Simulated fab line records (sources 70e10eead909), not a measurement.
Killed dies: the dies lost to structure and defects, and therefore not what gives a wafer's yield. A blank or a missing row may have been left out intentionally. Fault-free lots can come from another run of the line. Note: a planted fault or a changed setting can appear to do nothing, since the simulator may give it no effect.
The tool behind it: which one? + flow nand_harc + 24 lots with 72 wafers sampled at 6 steps, on a route of 1159 steps

WHAT EACH GAUGE READ, for each wafer
Not one reading of a measure or inspect step in the record can be checked against a usual standard deviation.

WHAT TOOL EACH LOT RAN ON (gives the tool, then ch and the chambers of the sampled wafers, and finally the start)
| lot  | NHARC_P_M0_CMP_23             | NHARC_P_M1_STRIP_18                | NHARC_P_M2_ETCH_28                            | NHARC_P_M2_DEGAS_29          | NHARC_P_M2_PVD_21                       | NHARC_P_M2_PRE_CLEAN_32         |
|------|-------------------------------|------------------------------------|-----------------------------------------------|------------------------------|-----------------------------------------|---------------------------------|
| L074 | cmp-02 ch 0,1,3, day 5 21:40  | rie_diel-01 ch 1,2,3, day 5 23:55  | rie_diel-03 ch 1,2,3, day 6 04:32 or earlier  | pvd_sputter-02, day 6 04:32  | pvd_sputter-02, day 6 06:11 or earlier  | pecvd-03 ch 1,2, day 6 06:11    |
| L075 | cmp-01 ch 0,3, day 6 08:44    | rie_diel-06 ch 0,2,3, day 6 11:04  | rie_diel-03 ch 0,1,2, day 6 15:50 or earlier  | pvd_sputter-03, day 6 15:50  | pvd_sputter-03, day 6 17:34 or earlier  | pecvd-02 ch 0,1,2, day 6 17:34  |
| L077 | cmp-02 ch 1,2,3, day 6 15:34  | rie_diel-11 ch 0,3, day 6 18:02    | rie_diel-12 ch 0,2, day 6 22:40 or earlier    | pvd_sputter-02, day 6 22:40  | pvd_sputter-02, day 7 00:20 or earlier  | pecvd-04 ch 1,2, day 7 00:20    |
| L078 | cmp-04 ch 0,1, day 6 16:00    | rie_diel-06 ch 2,3, day 6 18:43    | rie_diel-13 ch 0,3, day 6 23:32 or earlier    | pvd_sputter-03, day 6 23:32  | pvd_sputter-03, day 7 01:12 or earlier  | pecvd-03 ch 0,1,2, day 7 01:12  |
| L076 | cmp-04 ch 1,2, day 6 16:16    | rie_diel-11 ch 0,1,2, day 6 19:04  | rie_diel-12 ch 1,3, day 6 23:49 or earlier    | pvd_sputter-01, day 6 23:49  | pvd_sputter-01, day 7 00:14             | pecvd-03 ch 0,1,2, day 7 01:47  |
| L079 | cmp-01 ch 0,1,3, day 7 11:14  | rie_diel-01 ch 0,1,3, day 7 13:33  | rie_diel-13 ch 0,1,3, day 7 19:00 or earlier  | pvd_sputter-02, day 7 19:00  | pvd_sputter-02, day 7 20:56 or earlier  | pecvd-03 ch 0,2, day 7 20:56    |
| L080 | cmp-01 ch 1,2, day 7 11:41    | rie_diel-01 ch 1,3, day 7 14:07    | rie_diel-12 ch 1,3, day 7 19:38 or earlier    | pvd_sputter-02, day 7 19:38  | pvd_sputter-02, day 7 21:23 or earlier  | pecvd-04 ch 1,2, day 7 21:23    |
| L082 | cmp-01 ch 0,1,2, day 7 20:06  | rie_diel-01 ch 0,2, day 7 22:35    | rie_diel-03 ch 1,3, day 8 03:31 or earlier    | pvd_sputter-02, day 8 03:31  | pvd_sputter-02, day 8 05:10 or earlier  | pecvd-03 ch 0,2, day 8 05:10    |
| L081 | cmp-01 ch 1,2,3, day 7 22:29  | rie_diel-06 ch 1,2,3, day 8 00:58  | rie_diel-12 ch 1,3, day 8 05:49 or earlier    | pvd_sputter-02, day 8 05:49  | pvd_sputter-02, day 8 07:28 or earlier  | pecvd-02 ch 0,1, day 8 07:28    |
| L083 | cmp-01 ch 2,3, day 8 00:53    | rie_diel-11 ch 0,1,3, day 8 03:35  | rie_diel-03 ch 0,1,2, day 8 08:43 or earlier  | pvd_sputter-02, day 8 08:43  | pvd_sputter-02, day 8 10:26 or earlier  | pecvd-04 ch 0,2, day 8 10:26    |
| L084 | cmp-01 ch 0,1,2, day 8 09:04  | rie_diel-06 ch 0,1,2, day 8 11:23  | rie_diel-03 ch 2,3, day 8 16:14 or earlier    | pvd_sputter-03, day 8 16:14  | pvd_sputter-03, day 8 17:54 or earlier  | pecvd-03 ch 0,2, day 8 17:54    |
| L085 | cmp-04 ch 1,2, day 9 02:41    | rie_diel-01 ch 0,1,3, day 9 05:08  | rie_diel-12 ch 0,3, day 9 09:46 or earlier    | pvd_sputter-01, day 9 09:46  | pvd_sputter-01, day 9 11:23 or earlier  | pecvd-03 ch 1,2, day 9 11:23    |
| L087 | cmp-02 ch 0,3, day 9 03:02    | rie_diel-01 ch 0,1, day 9 05:28    | rie_diel-03 ch 0,2,3, day 9 10:33 or earlier  | pvd_sputter-03, day 9 10:33  | pvd_sputter-03, day 9 12:09 or earlier  | pecvd-02 ch 0,1,2, day 9 12:09  |
| L086 | cmp-01 ch 0,2,3, day 9 03:22  | rie_diel-06 ch 0,2,3, day 9 05:47  | rie_diel-03 ch 0,1,2, day 9 10:37 or earlier  | pvd_sputter-02, day 9 10:37  | pvd_sputter-02, day 9 12:17 or earlier  | pecvd-03 ch 1,2, day 9 12:17    |
| L088 | cmp-01 ch 0,2,3, day 9 19:23  | rie_diel-01 ch 0,2,3, day 9 21:50  | rie_diel-12 ch 0,1,2, day 10 02:37 or earlier | pvd_sputter-03, day 10 02:37 | pvd_sputter-03, day 10 04:19 or earlier | pecvd-03 ch 1,2, day 10 04:19   |
| L089 | cmp-02 ch 2,3, day 9 20:02    | rie_diel-01 ch 0,1,2, day 9 22:30  | rie_diel-12 ch 0,3, day 10 03:18 or earlier   | pvd_sputter-01, day 10 03:18 | pvd_sputter-01, day 10 04:56 or earlier | pecvd-03 ch 0,2, day 10 04:56   |
| L090 | cmp-01 ch 0,3, day 10 01:31   | rie_diel-11 ch 0,2,3, day 10 04:11 | rie_diel-03 ch 0,1,2, day 10 09:02 or earlier | pvd_sputter-01, day 10 09:02 | pvd_sputter-01, day 10 10:56 or earlier | pecvd-03 ch 0,1, day 10 10:56   |
| L091 | cmp-02 ch 0,1, day 10 10:26   | rie_diel-06 ch 0,1,2, day 10 12:49 | rie_diel-13 ch 1,2, day 10 17:37 or earlier   | pvd_sputter-01, day 10 17:37 | pvd_sputter-01, day 10 19:17 or earlier | pecvd-02 ch 0,1, day 10 19:17   |
| L092 | cmp-01 ch 0,1,3, day 10 11:06 | rie_diel-11 ch 0,1,2, day 10 13:29 | rie_diel-03 ch 0,1,2, day 10 18:19 or earlier | pvd_sputter-01, day 10 18:19 | pvd_sputter-01, day 10 19:56 or earlier | pecvd-03 ch 1,2, day 10 19:56   |
| L093 | cmp-01 ch 0,1,2, day 10 14:18 | rie_diel-06 ch 0,1,3, day 10 16:37 | rie_diel-03 ch 1,2,3, day 10 21:26 or earlier | pvd_sputter-01, day 10 21:26 | pvd_sputter-01, day 10 23:04 or earlier | pecvd-02 ch 0,2, day 10 23:04   |
| L094 | cmp-04 ch 0,2,3, day 10 14:37 | rie_diel-06 ch 0,1,3, day 10 17:04 | rie_diel-03 ch 0,2,3, day 10 22:08 or earlier | pvd_sputter-03, day 10 22:08 | pvd_sputter-03, day 10 23:46 or earlier | pecvd-02 ch 1,2, day 10 23:46   |
| L095 | cmp-01 ch 0,2,3, day 11 01:01 | rie_diel-01 ch 0,1,2, day 11 03:31 | rie_diel-13 ch 0,1,2, day 11 08:19 or earlier | pvd_sputter-01, day 11 08:19 | pvd_sputter-01, day 11 10:03 or earlier | pecvd-02 ch 0,1,2, day 11 10:03 |
| L096 | cmp-01 ch 0,1,2, day 11 02:03 | rie_diel-11 ch 0,2,3, day 11 04:32 | rie_diel-12 ch 1,3, day 11 09:44 or earlier   | pvd_sputter-02, day 11 09:44 | pvd_sputter-02, day 11 11:22 or earlier | pecvd-02 ch 0,1, day 11 11:22   |
| L097 | cmp-01 ch 0,1,3, day 11 18:58 | rie_diel-01 ch 2,3, day 11 21:13   | rie_diel-13 ch 0,2,3, day 12 01:54 or earlier | pvd_sputter-01, day 12 01:54 | pvd_sputter-01, day 12 03:32 or earlier | pecvd-04 ch 0,2, day 12 03:32   |
- NHARC_P_M0_CMP_23: polishes, t overpolish 20 s, target thk 117.53 nm.
- NHARC_P_M1_STRIP_18: strips in N2/H2.
- NHARC_P_M2_ETCH_28: etches the open film in CF4/N2, target depth 30 nm, time 72.99 s.
- NHARC_P_M2_DEGAS_29: time 60 s.
- NHARC_P_M2_PVD_21: deposits Cu, target thk 30 nm, time 20.49 s.
- NHARC_P_M2_PRE_CLEAN_32: time 12 s.

WHAT THE TOOLS THEMSELVES READ (means of the sampled wafers that have a number; where no wafer has one, the mark that the record gives instead)
NHARC_P_M0_CMP_23.
| lot  | tool   | motor_current_A (A) | slurry_flow_ml_min | time_to_endpoint_s (s) |
|------|--------|---------------------|--------------------|------------------------|
| L074 | cmp-02 | 11.9                | 150.1              | 27.6                   |
| L075 | cmp-01 | 12.4                | 149.5              | 27.8                   |
| L077 | cmp-02 | 12.9                | 150.2              | 27.6                   |
| L078 | cmp-04 | 10.6                | 149.7              | 27.7                   |
| L076 | cmp-04 | 10.1                | 150.1              | 29.7                   |
| L079 | cmp-01 | 12.4                | 149.9              | 29.5                   |
| L080 | cmp-01 | 11.6                | 150.3              | 30.3                   |
| L082 | cmp-01 | 12.1                | 150.0              | 29.3                   |
| L081 | cmp-01 | 12.1                | 149.7              | 27.2                   |
| L083 | cmp-01 | 12.4                | 149.7              | 25.9                   |
| L084 | cmp-01 | 12.1                | 150.2              | 29.2                   |
| L085 | cmp-04 | 9.5                 | 149.8              | 29.5                   |
| L087 | cmp-02 | 10.8                | 149.8              | 25.0                   |
| L086 | cmp-01 | 12.2                | 149.7              | 27.2                   |
| L088 | cmp-01 | 12.1                | 150.0              | 26.7                   |
| L089 | cmp-02 | 13.4                | 149.9              | 27.5                   |
| L090 | cmp-01 | 12.3                | 150.3              | 24.7                   |
| L091 | cmp-02 | 11.9                | 150.3              | 28.4                   |
| L092 | cmp-01 | 12.3                | 150.0              | 27.5                   |
| L093 | cmp-01 | 12.2                | 150.2              | 27.7                   |
| L094 | cmp-04 | 11.3                | 150.1              | 30.4                   |
| L095 | cmp-01 | 12.2                | 149.9              | 27.5                   |
| L096 | cmp-01 | 12.2                | 150.1              | 33.0                   |
| L097 | cmp-01 | 12.1                | 149.7              | 29.8                   |

NHARC_P_M1_STRIP_18.
| lot  | tool        | drypump_motor_current_A (A) | n2_flow_sccm (sccm) | oes_product_au (a.u.) | rf_vpp_V (V) | showerhead_plenum_p_Torr (Torr) | throttle_valve_pct (%) |
|------|-------------|-----------------------------|---------------------|-----------------------|--------------|---------------------------------|------------------------|
| L074 | rie_diel-01 | 6.0                         | 149.5               | 0.993                 | 89.3         | 1.96                            | 14.176                 |
| L075 | rie_diel-06 | 5.6                         | 150.0               | 0.994                 | 91.5         | 2.03                            | 14.173                 |
| L077 | rie_diel-11 | 5.9                         | 149.8               | 1.013                 | 90.6         | 2.04                            | 14.178                 |
| L078 | rie_diel-06 | 5.8                         | 150.2               | 0.997                 | 90.3         | 2.03                            | 14.174                 |
| L076 | rie_diel-11 | 6.2                         | 149.9               | 0.991                 | 91.3         | 2.10                            | 14.175                 |
| L079 | rie_diel-01 | 6.1                         | 150.0               | 0.998                 | 89.5         | 2.00                            | 14.189                 |
| L080 | rie_diel-01 | 6.3                         | 150.3               | 0.989                 | 89.9         | 1.99                            | 14.172                 |
| L082 | rie_diel-01 | 5.8                         | 150.4               | 1.004                 | 90.3         | 1.94                            | 14.173                 |
| L081 | rie_diel-06 | 5.6                         | 149.9               | 1.002                 | 90.2         | 2.00                            | 14.174                 |
| L083 | rie_diel-11 | 6.0                         | 150.1               | 0.996                 | 89.7         | 2.07                            | 14.168                 |
| L084 | rie_diel-06 | 5.3                         | 149.6               | 1.008                 | 89.7         | 1.95                            | 14.168                 |
| L085 | rie_diel-01 | 6.1                         | 150.2               | 1.000                 | 90.7         | 2.00                            | 14.165                 |
| L087 | rie_diel-01 | 5.8                         | 150.2               | 0.997                 | 90.4         | 2.00                            | 14.171                 |
| L086 | rie_diel-06 | 5.6                         | 149.5               | 1.009                 | 90.0         | 2.02                            | 14.168                 |
| L088 | rie_diel-01 | 6.1                         | 149.9               | 1.009                 | 91.3         | 1.97                            | 14.173                 |
| L089 | rie_diel-01 | 5.8                         | 149.6               | 1.008                 | 91.3         | 1.97                            | 14.172                 |
| L090 | rie_diel-11 | 6.1                         | 149.8               | 0.999                 | 90.7         | 2.07                            | 14.169                 |
| L091 | rie_diel-06 | 5.3                         | 150.5               | 0.998                 | 89.7         | 1.95                            | 14.174                 |
| L092 | rie_diel-11 | 6.2                         | 150.2               | 1.001                 | 90.7         | 2.09                            | 14.179                 |
| L093 | rie_diel-06 | 5.4                         | 150.0               | 1.000                 | 90.0         | 1.99                            | 14.180                 |
| L094 | rie_diel-06 | 5.4                         | 150.0               | 1.000                 | 90.5         | 1.99                            | 14.174                 |
| L095 | rie_diel-01 | 5.8                         | 149.9               | 0.998                 | 90.6         | 1.97                            | 14.168                 |
| L096 | rie_diel-11 | 6.1                         | 150.1               | 1.002                 | 90.4         | 2.07                            | 14.169                 |
| L097 | rie_diel-01 | 6.0                         | 149.9               | 0.996                 | 90.1         | 1.93                            | 14.174                 |

NHARC_P_M2_ETCH_28.
| lot  | tool        | drypump_motor_current_A (A) | n2_flow_sccm (sccm) | oes_product_au (a.u.) | rf_vpp_V (V) | showerhead_plenum_p_Torr (Torr) | throttle_valve_pct (%) |
|------|-------------|-----------------------------|---------------------|-----------------------|--------------|---------------------------------|------------------------|
| L074 | rie_diel-03 | 5.5                         | 100.17              | 0.993                 | 315.9        | 2.68                            | 19.792                 |
| L075 | rie_diel-03 | 5.2                         | 100.15              | 0.990                 | 314.8        | 2.68                            | 19.791                 |
| L077 | rie_diel-12 | 6.0                         | 100.02              | 0.995                 | 314.6        | 2.68                            | 19.801                 |
| L078 | rie_diel-13 | 6.0                         | 99.99               | 1.009                 | 313.7        | 2.62                            | 19.796                 |
| L076 | rie_diel-12 | 6.2                         | 100.20              | 1.010                 | 315.3        | 2.63                            | 19.804                 |
| L079 | rie_diel-13 | 6.2                         | 99.86               | 1.015                 | 314.0        | 2.62                            | 19.799                 |
| L080 | rie_diel-12 | 5.8                         | 99.59               | 1.025                 | 314.3        | 2.67                            | 19.797                 |
| L082 | rie_diel-03 | 5.6                         | 99.84               | 1.001                 | 313.3        | 2.61                            | 19.802                 |
| L081 | rie_diel-12 | 6.2                         | 99.91               | 1.009                 | 313.8        | 2.62                            | 19.788                 |
| L083 | rie_diel-03 | 5.3                         | 99.94               | 0.995                 | 315.4        | 2.68                            | 19.796                 |
| L084 | rie_diel-03 | 5.5                         | 100.29              | 0.987                 | 316.1        | 2.75                            | 19.790                 |
| L085 | rie_diel-12 | 5.5                         | 100.05              | 1.002                 | 313.4        | 2.54                            | 19.791                 |
| L087 | rie_diel-03 | 5.4                         | 100.11              | 0.991                 | 315.2        | 2.67                            | 19.797                 |
| L086 | rie_diel-03 | 5.2                         | 100.00              | 0.994                 | 314.7        | 2.68                            | 19.788                 |
| L088 | rie_diel-12 | 6.1                         | 99.77               | 0.997                 | 312.7        | 2.61                            | 19.803                 |
| L089 | rie_diel-12 | 5.4                         | 99.96               | 0.998                 | 312.2        | 2.54                            | 19.801                 |
| L090 | rie_diel-03 | 5.3                         | 100.02              | 0.997                 | 314.8        | 2.68                            | 19.796                 |
| L091 | rie_diel-13 | 6.1                         | 99.63               | 1.015                 | 313.3        | 2.54                            | 19.802                 |
| L092 | rie_diel-03 | 5.2                         | 100.13              | 1.006                 | 315.2        | 2.68                            | 19.803                 |
| L093 | rie_diel-03 | 5.5                         | 99.90               | 0.994                 | 315.0        | 2.68                            | 19.793                 |
| L094 | rie_diel-03 | 5.4                         | 100.21              | 1.001                 | 314.6        | 2.67                            | 19.795                 |
| L095 | rie_diel-13 | 6.1                         | 100.05              | 1.014                 | 313.1        | 2.58                            | 19.800                 |
| L096 | rie_diel-12 | 5.7                         | 100.07              | 0.996                 | 314.1        | 2.66                            | 19.794                 |
| L097 | rie_diel-13 | 5.9                         | 99.86               | 1.015                 | 312.5        | 2.57                            | 19.786                 |

NHARC_P_M2_DEGAS_29.
| lot  | tool           | heater_power_w (W) |
|------|----------------|--------------------|
| L074 | pvd_sputter-02 | 372                |
| L075 | pvd_sputter-03 | 381                |
| L077 | pvd_sputter-02 | 388                |
| L078 | pvd_sputter-03 | 365                |
| L076 | pvd_sputter-01 | 339                |
| L079 | pvd_sputter-02 | 368                |
| L080 | pvd_sputter-02 | 361                |
| L082 | pvd_sputter-02 | 366                |
| L081 | pvd_sputter-02 | 372                |
| L083 | pvd_sputter-02 | 373                |
| L084 | pvd_sputter-03 | 391                |
| L085 | pvd_sputter-01 | 315                |
| L087 | pvd_sputter-03 | 344                |
| L086 | pvd_sputter-02 | 359                |
| L088 | pvd_sputter-03 | 365                |
| L089 | pvd_sputter-01 | 330                |
| L090 | pvd_sputter-01 | 336                |
| L091 | pvd_sputter-01 | 340                |
| L092 | pvd_sputter-01 | 312                |
| L093 | pvd_sputter-01 | 324                |
| L094 | pvd_sputter-03 | 383                |
| L095 | pvd_sputter-01 | 327                |
| L096 | pvd_sputter-02 | 357                |
| L097 | pvd_sputter-01 | 335                |

NHARC_P_M2_PVD_21.
| lot  | tool           | substrate_temp_c (C) | throttle_valve_pct (%) |
|------|----------------|----------------------|------------------------|
| L074 | pvd_sputter-02 | 29.95                | 30.5                   |
| L075 | pvd_sputter-03 | 29.89                | 30.1                   |
| L077 | pvd_sputter-02 | 29.93                | 30.2                   |
| L078 | pvd_sputter-03 | 29.96                | 30.3                   |
| L076 | pvd_sputter-01 | 30.00                | 29.9                   |
| L079 | pvd_sputter-02 | 29.97                | 31.3                   |
| L080 | pvd_sputter-02 | 30.17                | 30.6                   |
| L082 | pvd_sputter-02 | 29.89                | 31.6                   |
| L081 | pvd_sputter-02 | 29.96                | 30.2                   |
| L083 | pvd_sputter-02 | 30.01                | 30.5                   |
| L084 | pvd_sputter-03 | 30.03                | 30.1                   |
| L085 | pvd_sputter-01 | 29.97                | 29.8                   |
| L087 | pvd_sputter-03 | 30.04                | 30.2                   |
| L086 | pvd_sputter-02 | 30.03                | 30.8                   |
| L088 | pvd_sputter-03 | 29.93                | 30.2                   |
| L089 | pvd_sputter-01 | 30.04                | 30.0                   |
| L090 | pvd_sputter-01 | 29.87                | 29.8                   |
| L091 | pvd_sputter-01 | 29.96                | 29.6                   |
| L092 | pvd_sputter-01 | 29.87                | 29.6                   |
| L093 | pvd_sputter-01 | 30.09                | 29.6                   |
| L094 | pvd_sputter-03 | 30.08                | 30.0                   |
| L095 | pvd_sputter-01 | 29.86                | 29.9                   |
| L096 | pvd_sputter-02 | 29.96                | 30.4                   |
| L097 | pvd_sputter-01 | 29.98                | 29.4                   |

NHARC_P_M2_PRE_CLEAN_32.
| lot  | tool     | heater_power_outer_w (W) | heater_power_w (W) |
|------|----------|--------------------------|--------------------|
| L074 | pecvd-03 | 377                      | 654                |
| L075 | pecvd-02 | 382                      | 674                |
| L077 | pecvd-04 | 321                      | 530                |
| L078 | pecvd-03 | 408                      | 709                |
| L076 | pecvd-03 | 413                      | 732                |
| L079 | pecvd-03 | 404                      | 693                |
| L080 | pecvd-04 | 356                      | 583                |
| L082 | pecvd-03 | 444                      | 736                |
| L081 | pecvd-02 | 440                      | 770                |
| L083 | pecvd-04 | 367                      | 620                |
| L084 | pecvd-03 | 427                      | 719                |
| L085 | pecvd-03 | 407                      | 719                |
| L087 | pecvd-02 | 424                      | 743                |
| L086 | pecvd-03 | 372                      | 650                |
| L088 | pecvd-03 | 349                      | 614                |
| L089 | pecvd-03 | 425                      | 720                |
| L090 | pecvd-03 | 448                      | 790                |
| L091 | pecvd-02 | 387                      | 703                |
| L092 | pecvd-03 | 386                      | 653                |
| L093 | pecvd-02 | 415                      | 709                |
| L094 | pecvd-02 | 464                      | 801                |
| L095 | pecvd-02 | 421                      | 727                |
| L096 | pecvd-02 | 410                      | 726                |
| L097 | pecvd-04 | 346                      | 618                |

THE ANSWER, worked out from the rows above alone
Rule: the usual values come from the lots themselves. Put in order of their means at a reading, lots are off if they are a third of the lots or fewer, leave a main group of 4 or more, and stand apart from it by a gap of 3 or more times the standard deviation of the main group's means; of several such gaps the widest counts. A main group whose means are all the same, to the digits that the tables above print for the reading, isn't used. Also off: a lot with no number at a reading for which 4 or more lots have one. Where the step has rows for the other lots, those lots are counted as sound. After the gauges, taken in route order, come the tools' own readings; for these a lot's mean is taken, as printed above. The first step at which some lot is off is used, and at that step the reading that is off furthest; a lot without a number counts as furthest.
None of the lots is off at any reading shown; this tells nothing.

WHAT WAS PUT IN BY THE SIMULATOR
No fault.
